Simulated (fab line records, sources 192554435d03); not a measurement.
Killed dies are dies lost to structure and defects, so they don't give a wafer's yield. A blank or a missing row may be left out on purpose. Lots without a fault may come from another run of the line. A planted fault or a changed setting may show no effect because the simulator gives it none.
Chamber matching | flow n5_finfet | N5_BEOL_M11_STRIP_19 on rie_diel-03: 4 sister chambers
The step strips in O2. 4 wafers are shown with their chamber, then 12 later ones without.

WAFERS WITH THEIR CHAMBER
wafer  | chamber | drypump_motor_current_A (A)
L090.2 | 0       | 6.2
L089.1 | 3       | 6.3
L089.3 | 1       | 5.7
L089.5 | 2       | 5.7

WAFERS WITHOUT THEIR CHAMBER
wafer  | drypump_motor_current_A (A)
L092.4 | 5.7
L092.5 | 6.3
L092.6 | 6.2
L093.2 | 6.2
L093.4 | 5.7
L093.5 | 5.8
L094.2 | 5.7
L094.4 | 6.3
L094.6 | 6.2
L097.4 | 5.7
L097.5 | 6.3
L097.6 | 6.2

WHICH CHAMBER EACH WENT THROUGH
wafer  | from the rows above     | in truth
L092.4 | can't be placed: 1 or 2 | 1
L092.5 | 3                       | 3
L092.6 | 0                       | 0
L093.2 | 0                       | 0
L093.4 | can't be placed: 1 or 2 | 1
L093.5 | can't be placed: 1 or 2 | 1
L094.2 | can't be placed: 1 or 2 | 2
L094.4 | 3                       | 3
L094.6 | 0                       | 0
L097.4 | can't be placed: 1 or 2 | 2
L097.5 | 3                       | 3
L097.6 | 0                       | 0
Placed correctly: 7 of 12. Can't be placed from these rows: 5 (the true chamber is among the candidates in 5). Placed wrongly: 0.
How it was worked out, from the rows above alone: a wafer's distance from a chamber is the root of the sum, over the readings, of the square of ((its reading less the chamber's mean) divided by the reading's scatter). The wafer belongs to the nearest chamber; if the next one is less than 2 further off, it can't be placed. A chamber's mean is the mean of its shown wafers. The scatter: with one shown wafer a chamber, the root of the mean of the squares of how far each hidden wafer lies from its nearest shown one.
